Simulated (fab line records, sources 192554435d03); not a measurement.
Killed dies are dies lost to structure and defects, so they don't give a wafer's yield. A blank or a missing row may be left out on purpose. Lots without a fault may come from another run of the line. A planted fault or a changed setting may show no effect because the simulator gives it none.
fab line records | flow n5_finfet | part 1 of 2: steps 1 to 19 of 26
record lots=5 wafers=15 last_day=17
route steps=1938 shown HKMG_FIN@445 GATE_CUT@465
lots that met no fault: from a run of the same line without faults
start_h: hours from the record's first day to the start of the lot's first wafer shown | wait_h: hours since the lot's step before | " the same as in the row above | L1.1+2: a row that stands for several wafers | - no value, or no start given | * or withheld: withheld | < > ~ a bound
route shown NAME@n: a module of which the file shows steps, and the number in the route of the first | usual: mean/standard deviation of fault-free wafers | same: alike in all rows | chamber/n: place in a boat | sites: the reading at each site | _std_site: their standard deviation | _edge_site: outer sites' mean less inner sites' | radius_mm: how far each site lies from the wafer's centre | mask NAME#n: copy n | behind: the tool/chamber that last shaped the wafer | hold: why the lot was held/for how many hours/how that ended | device: the transistor (n, p or np) that didn't switch | end of line: the same wafers' tests at the end of the route | a step without rows: its recipe alone | killed: dies lost to structure and defects at the first sort, not the wafer's yield | map: a wafer's dies, x killed, . not, _ none there
set.NAME: the setting as run; set.NAME@STEP: as run at that earlier step | model.NAME: the simulator's own value behind a step, which no gauge read
lots at some steps of the route; a table a step, a row a wafer
services: from which hour (start_h, from the record's first day; less than 0 if before it) a tool's chamber was out of use, for how many hours, and why
## steps
# step N5_HKMG_FIN_STRIP_89
# recipe chemistry=N2/H2 material=SOC time_s=20 power_w=500 temp_c=40 pressure_mtorr=50 rf_frequency_hz=6e+07 bias_power_w=8 h2_frac=0.5 n2_flow_sccm=300 h2_flow_sccm=300
# usual drypump_motor_current_A=5.8/0.37 oes_product_au=0.81/0.09 rf_vpp_V=54.3/0.85 showerhead_plenum_p_Torr=3.40/0.11 throttle_valve_pct=18.8/0.36
# columns lot.wafer tool chamber start_h wait_h drypump_motor_current_A oes_product_au rf_hours_counter_h rf_vpp_V showerhead_plenum_p_Torr throttle_valve_pct
L075.2 rie_diel-05 0 84.18 0.0 5.1 0.70 241 53.6 3.19 19.6
L075.3 " 2 " " 5.8 0.70 243 54.9 3.45 18.5
L075.6 " 2 " " 5.8 0.70 - 55.6 3.45 18.5
L086.2 rie_diel-04 1 153.94 0.0 6.0 0.87 50 54.3 3.42 18.4
L086.3 " 2 " " 5.9 0.82 85 55.0 3.40 19.3
L086.4 " 2 " " 5.9 0.82 - 53.8 3.40 19.3
L087.4 rie_diel-05 0 155.61 0.0 5.1 0.94 7 54.7 3.58 19.2
L087.5 " 1 " " 5.7 0.75 - 53.4 3.51 18.7
L087.6 " 2 " " 5.8 0.94 - 55.5 3.43 18.1
L091.4 rie_diel-05 3 178.64 0.0 5.9 0.65 242 53.2 3.32 19.0
L091.5 " 1 " " 5.7 0.74 - 54.6 3.51 18.7
L091.6 " 0 " " 5.1 0.91 - 55.0 3.58 19.2
L094.2 rie_diel-06 2 199.16 0.0 5.6 0.75 162 54.3 3.22 18.9
L094.5 " 1 " " 6.4 0.85 - 54.0 3.54 18.9
L094.6 " 2 " " 5.6 0.76 - 54.9 3.22 18.9
# step N5_HKMG_FIN_WET_ETCH_87
# recipe chemistry=SC1 target=TiN mix=1:2:40 temp_c=50 time_s=154.2 target_depth_nm=4.7 dry=ipa_marangoni rinse_time_s=30 rinse_temp_c=23
# usual bath_guard_temp_C=49.8/0.47 diw_flow_mL_min=1395/4.1
# columns lot.wafer tool chamber start_h wait_h bath_guard_temp_C diw_flow_mL_min
L075.2 wet_bench-05 3 84.28 0.1 50.1 1392
L075.3 " 5 " " 49.8 1396
L075.6 " 2 " " 49.6 1391
L086.2 wet_bench-03 6 154.04 0.1 49.8 1392
L086.3 " 5 " " 50.2 1406
L086.4 " 1 " " 50.3 1391
L087.4 wet_bench-06 1 155.71 0.1 50.7 1393
L087.5 " 5 " " 50.5 1394
L087.6 " 4 " " 50.0 1390
L091.4 wet_bench-03 6 178.74 0.1 49.4 1396
L091.5 " 4 " " 49.3 1397
L091.6 " 3 " " 50.0 1395
L094.2 wet_bench-03 2 199.26 0.1 50.0 1396
L094.5 " 5 " " 50.3 1394
L094.6 " 3 " " 50.2 1397
# step N5_HKMG_FIN_STRIP_88
# recipe chemistry=N2/H2 power_w=2500 temp_c=300 h2_frac=0.65 time_s=360 pressure_mtorr=withheld n2_flow_sccm=1750 h2_flow_sccm=3250
# usual drypump_motor_current_A=6.0/0.52 heater_power_w=503/43
# columns lot.wafer tool chamber start_h wait_h drypump_motor_current_A heater_power_w rf_hours_counter_h
L075.2 plasma_asher-01 0 84.37 0.0 6.6 533 50
L075.3 " 0 " " 6.6 530 -
L075.6 " 1 " " 5.5 440 -
L086.2 plasma_asher-01 0 154.13 0.0 6.6 528 64
L086.3 " 0 " " 6.6 537 -
L086.4 " 1 " " 5.5 448 -
L087.4 plasma_asher-01 1 155.92 0.1 5.5 447 -
L087.5 " 1 " " 5.5 452 -
L087.6 " 0 " " 6.5 528 -
L091.4 plasma_asher-01 0 178.95 0.1 6.6 535 -
L091.5 " 1 " " 5.5 457 -
L091.6 " 0 " " 6.6 529 -
L094.2 plasma_asher-02 1 199.35 0.0 6.2 530 98
L094.5 " 0 " " 5.5 536 -
L094.6 " 1 " " 6.2 530 -
# step N5_HKMG_FIN_NWFM_ALD_20
# recipe material=TiAlC target_thk_a=20 temp_c=300 ald_precursor_family=TiCl4 ald_co_reactant=TEA pulse_time_s=3 purge_time_s=2 co_reactant_purge_time_s=2 co_reactant_pulse_time_s=10 ald_cycles=7 pressure_torr=3
# usual heater_power_w=482/44 precursor_pulse_height_rel=1.001/0.022
# same co_reactant_pulse_time_s=10
# columns lot.wafer tool chamber start_h wait_h heater_power_w precursor_pulse_height_rel
L075.2 ald_metal-04 0 84.75 0.3 483 1.005
L075.3 " 3 " " 436 1.028
L075.6 " 1 " " 454 0.965
L086.2 ald_metal-03 2 154.52 0.3 440 1.000
L086.3 " 1 " " 474 1.024
L086.4 " 0 " " 493 0.982
L087.4 ald_metal-04 2 156.18 0.1 572 1.007
L087.5 " 3 " " 445 1.024
L087.6 " 0 " " 491 0.991
L091.4 ald_metal-01 3 179.21 0.1 431 0.971
L091.5 " 2 " " 500 0.978
L091.6 " 3 " " 421 1.033
L094.2 ald_metal-04 2 199.73 0.3 557 1.032
L094.5 " 3 " " 437 1.023
L094.6 " 0 " " 483 0.979
# step N5_HKMG_FIN_ALD_71
# recipe material=TiN target_thk_a=10 temp_c=400 ald_precursor_family=TiCl4 ald_co_reactant=NH3 pulse_time_s=1 purge_time_s=3 co_reactant_purge_time_s=2 co_reactant_pulse_time_s=2 ald_cycles=47 pressure_torr=3
# usual heater_power_w=860/79 precursor_pulse_height_rel=1.006/0.02
# same co_reactant_pulse_time_s=2
# columns lot.wafer tool chamber start_h wait_h heater_power_w precursor_pulse_height_rel
L075.2 ald_metal-04 0 84.85 0.0 886 1.007
L075.3 " 3 " " 778 1.008
L075.6 " 1 " " 805 0.983
L086.2 ald_metal-03 2 154.62 0.0 782 1.010
L086.3 " 1 " " 841 1.037
L086.4 " 0 " " 882 0.994
L087.4 ald_metal-04 2 156.28 0.0 1010 1.009
L087.5 " 3 " " 784 0.977
L087.6 " 0 " " 893 0.986
L091.4 ald_metal-01 3 179.31 0.0 770 0.994
L091.5 " 2 " " 855 0.973
L091.6 " 3 " " 745 0.994
L094.2 ald_metal-04 2 199.83 0.0 971 0.988
L094.5 " 3 " " 791 1.038
L094.6 " 0 " " 872 0.999
# step N5_HKMG_FIN_COAT_66
# recipe resist=SOC temp_c=250 time_s=60 spin_rpm=1500 resist_thk_nm=300
# columns lot.wafer tool chamber start_h wait_h
L075.2+3+6 litho_track-05 0 85.13 0.2
L086.2+3+4 litho_track-05 0 154.89 0.2
L087.4+5+6 litho_track-02 0 156.57 0.2
L091.4+5+6 litho_track-01 0 179.60 0.2
L094.2+5+6 litho_track-01 0 200.11 0.2
# step N5_HKMG_FIN_ETCH_67
# recipe chemistry=N2/H2 target=SOC target_depth_a=3889 stop_on=TiN ion_energy_ev=100 bias_w=61 pressure_mtorr=30 source_w=850 n2_flow_sccm=200 h2_flow_sccm=200
# usual drypump_motor_current_A=5.8/0.38 oes_product_au=0.81/0.086 rf_vpp_V=241.1/1.5 showerhead_plenum_p_Torr=2.58/0.079 throttle_valve_pct=17.63/0.25
# columns lot.wafer tool chamber start_h wait_h drypump_motor_current_A oes_product_au rf_hours_counter_h rf_vpp_V showerhead_plenum_p_Torr throttle_valve_pct
L075.2 rie_diel-06 2 85.19 - 5.6 0.80 119 240.7 2.45 17.76
L075.3 " 1 " " 6.5 0.89 32 244.2 2.71 17.68
L075.6 " 2 " " 5.6 0.78 - 238.8 2.45 17.73
L086.2 rie_diel-06 2 154.95 - 5.6 0.77 148 239.3 2.44 17.81
L086.3 " 1 " " 6.5 0.85 61 241.0 2.69 17.72
L086.4 " 3 " " 6.6 0.69 225 237.5 2.41 17.58
L087.4 rie_diel-04 1 156.62 - 6.0 0.86 51 241.6 2.59 17.37
L087.5 " 0 " " 5.4 0.87 - 240.0 2.58 17.57
L087.6 " 1 " " 6.0 0.85 - 239.4 2.59 17.36
L091.4 rie_diel-05 0 179.65 - 5.1 0.90 15 241.6 2.72 17.82
L091.5 " 2 " " 5.8 0.91 - 242.0 2.60 17.15
L091.6 " 1 " " 5.7 0.74 - 241.7 2.66 17.60
L094.2 rie_diel-04 2 200.17 - 5.9 0.79 101 241.3 2.57 18.04
L094.5 " 3 " " 5.6 0.91 - 240.9 2.60 17.41
L094.6 " 0 " " 5.4 0.86 - 240.2 2.58 17.61
# step N5_HKMG_FIN_STRIP_90
# recipe chemistry=N2/H2 material=SOC time_s=20 power_w=500 temp_c=40 pressure_mtorr=50 rf_frequency_hz=6e+07 bias_power_w=8 h2_frac=0.5 n2_flow_sccm=300 h2_flow_sccm=300
# usual drypump_motor_current_A=5.8/0.38 oes_product_au=0.82/0.089 rf_vpp_V=54.2/0.91 showerhead_plenum_p_Torr=3.41/0.1 throttle_valve_pct=18.8/0.33
# columns lot.wafer tool chamber start_h wait_h drypump_motor_current_A oes_product_au rf_hours_counter_h rf_vpp_V showerhead_plenum_p_Torr throttle_valve_pct
L075.2 rie_diel-06 2 85.25 0.0 5.6 0.80 119 52.5 3.25 18.9
L075.3 " 1 " " 6.5 0.92 32 54.4 3.57 18.9
L075.6 " 2 " " 5.6 0.79 - 52.4 3.25 18.9
L086.2 rie_diel-06 2 155.01 0.0 5.6 0.77 148 54.2 3.23 18.9
L086.3 " 1 " " 6.5 0.87 61 53.7 3.55 19.0
L086.4 " 3 " " 6.6 0.69 225 55.3 3.19 18.7
L087.4 rie_diel-04 1 156.68 0.0 6.0 0.87 52 56.2 3.42 18.4
L087.5 " 0 " " 5.4 0.87 - 53.5 3.41 18.6
L087.6 " 1 " " 6.0 0.88 - 55.3 3.42 18.4
L091.4 rie_diel-05 0 179.71 0.0 5.1 0.90 15 54.2 3.58 19.2
L091.5 " 2 " " 5.8 0.93 - 55.6 3.43 18.1
L091.6 " 1 " " 5.7 0.74 - 55.3 3.51 18.7
L094.2 rie_diel-04 2 200.23 0.0 5.9 0.80 101 54.4 3.39 19.3
L094.5 " 3 " " 5.6 0.93 - 53.1 3.43 18.6
L094.6 " 0 " " 5.5 0.85 - 53.8 3.40 18.6
# step N5_HKMG_FIN_WET_ETCH_73
# recipe chemistry=SC1 mix=1:2:40 temp_c=50 time_s=42.3 target_depth_nm=1.3 dry=ipa_marangoni rinse_time_s=30 rinse_temp_c=23
# usual bath_guard_temp_C=49.8/0.52 diw_flow_mL_min=1395/3.7
# columns lot.wafer tool chamber start_h wait_h bath_guard_temp_C diw_flow_mL_min
L075.2 wet_bench-03 0 85.35 0.1 49.1 1400
L075.3 " 7 " " 50.1 1394
L075.6 " 6 " " 49.1 1401
L086.2 wet_bench-06 0 155.11 0.1 49.8 1399
L086.3 " 1 " " 50.6 1395
L086.4 " 6 " " 49.8 1393
L087.4 wet_bench-06 3 156.78 0.1 49.8 1394
L087.5 " 1 " " 51.2 1393
L087.6 " 0 " " 49.1 1395
L091.4 wet_bench-03 2 179.81 0.1 49.8 1394
L091.5 " 0 " " 48.8 1393
L091.6 " 1 " " 50.0 1398
L094.2 wet_bench-05 5 200.33 0.1 50.0 1392
L094.5 " 2 " " 49.6 1404
L094.6 " 7 " " 49.9 1400
# step N5_HKMG_FIN_ETCHBACK_68
# recipe chemistry=Cl2/Ar stop_on=HfO2 target_depth_a=5 pressure_mtorr=10 icp_w=600 bias_w=60 Cl2_flow_sccm=40 Ar_flow_sccm=60
# usual drypump_motor_current_A=6.0/0.38 oes_product_au=0.70/0.073 throttle_valve_pct=21.12/0.2
# columns lot.wafer tool chamber start_h wait_h drypump_motor_current_A oes_product_au rf_hours_counter_h throttle_valve_pct
L075.2 rie_metal-03 1 85.41 0.0 6.0 0.57 142 21.21
L075.3 " 1 " " 6.0 0.58 - 21.21
L075.6 " 0 " " 6.1 0.81 - 21.16
L086.2 rie_metal-02 1 155.18 0.0 6.3 0.65 89 21.43
L086.3 " 0 " " 6.0 0.66 - 20.97
L086.4 " 1 " " 6.3 0.66 - 21.41
L087.4 rie_metal-02 0 156.88 0.1 6.0 0.66 - 20.95
L087.5 " 0 " " 6.0 0.66 - 20.96
L087.6 " 1 " " 6.3 0.66 - 21.42
L091.4 rie_metal-01 1 179.91 0.1 5.9 0.70 - 20.88
L091.5 " 0 " " 5.0 0.72 - 20.84
L091.6 " 1 " " 5.9 0.70 - 20.90
L094.2 rie_metal-02 1 200.39 0.0 6.3 0.65 93 21.41
L094.5 " 1 " " 6.3 0.65 - 21.42
L094.6 " 0 " " 6.0 0.65 - 20.98
# step N5_HKMG_FIN_STRIP_69
# recipe chemistry=N2/H2 power_w=2500 temp_c=300 h2_frac=0.65 time_s=360 pressure_mtorr=withheld n2_flow_sccm=1750 h2_flow_sccm=3250
# usual drypump_motor_current_A=5.9/0.49 heater_power_w=510/41
# columns lot.wafer tool chamber start_h wait_h drypump_motor_current_A heater_power_w rf_hours_counter_h
L075.2 plasma_asher-01 1 85.55 0.1 5.4 445 51
L075.3 " 1 " " 5.5 442 -
L075.6 " 1 " " 5.5 456 -
L086.2 plasma_asher-02 1 155.32 0.1 6.2 530 90
L086.3 " 1 " " 6.1 540 -
L086.4 " 0 " " 5.5 542 -
L087.4 plasma_asher-02 0 157.10 0.2 5.5 548 -
L087.5 " 0 " " 5.5 540 -
L087.6 " 1 " " 6.2 540 -
L091.4 plasma_asher-02 0 180.13 0.2 5.5 551 -
L091.5 " 1 " " 6.1 508 -
L091.6 " 0 " " 5.4 555 -
L094.2 plasma_asher-02 1 200.53 0.1 6.2 533 99
L094.5 " 1 " " 6.1 531 -
L094.6 " 0 " " 5.5 552 -
# step N5_HKMG_FIN_ALD_21
# recipe material=TiN target_thk_a=15 temp_c=400 ald_precursor_family=TiCl4 ald_co_reactant=NH3 pulse_time_s=1 purge_time_s=3 co_reactant_purge_time_s=2 co_reactant_pulse_time_s=2 ald_cycles=68 pressure_torr=3
# usual heater_power_w=861/85 precursor_pulse_height_rel=1.000/0.019
# same co_reactant_pulse_time_s=2
# columns lot.wafer tool chamber start_h wait_h heater_power_w precursor_pulse_height_rel
L075.2 ald_metal-04 2 85.94 0.3 995 0.994
L075.3 " 1 " " 809 0.987
L075.6 " 3 " " 801 0.980
L086.2 ald_metal-01 1 155.70 0.3 962 1.001
L086.3 " 2 " " 889 1.031
L086.4 " 0 " " 801 1.012
L087.4 ald_metal-01 2 157.36 0.1 872 0.995
L087.5 " 0 " " 812 0.994
L087.6 " 3 " " 756 1.004
L091.4 ald_metal-03 2 180.39 0.1 774 0.976
L091.5 " 1 " " 834 0.996
L091.6 " 2 " " 763 0.971
L094.2 ald_metal-01 3 200.92 0.3 758 0.983
L094.5 " 1 " " 990 1.026
L094.6 " 0 " " 806 1.003
# step N5_HKMG_FIN_ALD_72
# recipe material=W target_thk_a=20 temp_c=300 pressure_torr=7.5 ald_precursor_family=WF6 ald_co_reactant=B2H6 pulse_time_s=1 purge_time_s=2 co_reactant_purge_time_s=2 co_reactant_pulse_time_s=3 ald_cycles=7
# usual heater_power_w=507/72 precursor_pulse_height_rel=1.000/0.018
# same co_reactant_pulse_time_s=3
# columns lot.wafer tool chamber start_h wait_h heater_power_w precursor_pulse_height_rel
L075.2 cvd_w-02 1 86.30 0.2 466 0.989
L075.3 " 1 " " 463 0.999
L075.6 " 1 " " 455 1.017
L086.2 cvd_w-02 0 156.06 0.2 528 1.012
L086.3 " 1 " " 464 0.994
L086.4 " 0 " " 540 1.017
L087.4 cvd_w-01 0 157.74 0.2 606 0.998
L087.5 " 0 " " 614 1.008
L087.6 " 1 " " 427 0.983
L091.4 cvd_w-02 1 180.77 0.2 469 0.992
L091.5 " 0 " " 540 0.997
L091.6 " 1 " " 463 0.946
L094.2 cvd_w-02 0 201.28 0.2 538 0.988
L094.5 " 0 " " 546 1.018
L094.6 " 1 " " 466 1.004
# step N5_HKMG_FIN_W_FILL_22
# recipe material=W target_thk_a=600 temp_c=400 pressure_torr=39.4 time_s=18.2
# usual heater_power_w=906/130 throttle_valve_pct=19.6/0.52
# columns lot.wafer tool chamber start_h wait_h heater_power_w throttle_valve_pct
L075.2 cvd_w-02 1 86.36 0.0 843 19.0
L075.3 " 1 " " 835 18.7
L075.6 " 1 " " 850 18.7
L086.2 cvd_w-02 0 156.12 0.0 929 19.2
L086.3 " 1 " " 857 19.0
L086.4 " 0 " " 975 19.2
L087.4 cvd_w-01 0 157.79 0.0 1087 20.4
L087.5 " 0 " " 1095 20.1
L087.6 " 1 " " 759 20.0
L091.4 cvd_w-02 1 180.82 0.0 846 19.3
L091.5 " 0 " " 964 19.0
L091.6 " 1 " " 835 19.1
L094.2 cvd_w-02 0 201.34 0.0 962 19.4
L094.5 " 0 " " 967 19.2
L094.6 " 1 " " 838 19.1
# step N5_HKMG_FIN_PRECLEAN_83
# recipe chemistry=DIW time_s=57.5 temp_c=23
# columns lot.wafer tool chamber start_h wait_h
L075.2+3+6 wet_bench-03 7,0,1 86.42 0.0
L086.2+3+4 wet_bench-03 5,4,0 156.21 0.1
L087.4+5+6 wet_bench-03 4,7,0 157.84 0.0
L091.4+5+6 wet_bench-03 3,2,7 180.87 0.0
L094.2+5+6 wet_bench-03 7,0,4 201.40 0.0
# step N5_HKMG_FIN_SRD_84
# recipe dry_time_s=32 dry=n2_spin spin_rpm=1500
# columns lot.wafer tool chamber start_h wait_h
L075.2+3+6 wet_bench-03 7,0,1 86.44 0.0
L086.2+3+4 wet_bench-03 5,4,0 156.23 0.0
L087.4+5+6 wet_bench-03 4,7,0 157.86 0.0
L091.4+5+6 wet_bench-03 3,2,7 180.89 0.0
L094.2+5+6 wet_bench-03 7,0,4 201.42 0.0
# step N5_HKMG_FIN_CMP_23
# recipe stop_on=SiNx t_overpolish_s=10 post_cmp_clean=rinse_only down_force_psi=4 platen_rpm=50.289 pad_velocity_m_s=1.0006 target_thk_nm=46.326
# usual motor_current_A=12.4/1.5 overpolish_run_s=10.000/0.0088 time_to_endpoint_s=11.6/2.1
# columns lot.wafer tool chamber start_h wait_h motor_current_A overpolish_run_s time_to_endpoint_s
L075.3 cmp-04 2 86.47 0.0 14.1 9.992 10.3
L075.2 " 3 " " 12.8 10.002 10.9
L075.6 " 2 " " 13.6 9.993 11.7
L086.3 cmp-02 1 156.26 0.0 13.8 9.995 11.5
L086.2 " 2 " " 11.5 9.988 13.0
L086.4 " 0 " " 10.0 9.989 11.7
L087.4 cmp-02 0 157.89 0.0 10.6 9.998 15.6
L087.6 " 0 " " 9.9 10.019 13.0
L087.5 " 1 " " 13.4 9.992 12.9
L091.4 cmp-04 1 181.08 0.2 14.3 9.999 14.5
L091.6 " 3 " " 13.1 9.996 9.3
L091.5 " 0 " " 10.8 10.003 12.2
L094.2 cmp-02 1 201.45 0.0 13.5 9.996 9.3
L094.6 " 1 " " 13.8 9.991 9.2
L094.5 " 2 " " 12.0 10.007 11.2
# step N5_HKMG_FIN_CMP_94
# recipe stop_on=SiNx post_cmp_clean=w_dilute_nh4oh t_overpolish_s=4.7 down_force_psi=4 platen_rpm=50.289 pad_velocity_m_s=1.0006 target_thk_nm=43.299
# usual motor_current_A=12.5/1.5
# columns lot.wafer tool chamber start_h wait_h motor_current_A
L075.3 cmp-04 2 86.95 0.4 14.6
L075.2 " 3 " " 13.3
L075.6 " 2 " " 14.3
L086.3 cmp-02 1 156.74 0.4 13.6
L086.2 " 2 " " 11.3
L086.4 " 0 " " 10.6
L087.4 cmp-02 0 158.37 0.4 10.5
L087.6 " 0 " " 10.4
L087.5 " 1 " " 14.4
L091.4 cmp-04 1 181.46 0.3 13.6
L091.6 " 3 " " 13.2
L091.5 " 0 " " 10.7
L094.2 cmp-02 1 201.93 0.4 13.7
L094.6 " 1 " " 13.1
L094.5 " 2 " " 11.8
# step N5_HKMG_FIN_INSPECT_28
# recipe inspect_instrument=darkfield mode=post_cmp
# usual raw_defect_count=41/26
# columns lot.wafer tool chamber start_h wait_h raw_defect_count
L075.2 defect_inspect-01 - 87.18 0.0 46
L075.3 " - " " 38
L075.6 " - " " 32
L086.2 defect_inspect-01 - 156.97 0.0 28
L086.3 " - " " 21
L086.4 " - " " 18
L087.4 defect_inspect-01 - 158.61 0.0 33
L087.5 " - " " 56
L087.6 " - " " 38
L091.4 defect_inspect-01 - 181.64 0.0 32
L091.5 " - " " 38
L091.6 " - " " 20
L094.2 defect_inspect-02 - 202.16 0.0 36
L094.5 " - " " 35
L094.6 " - " " 21
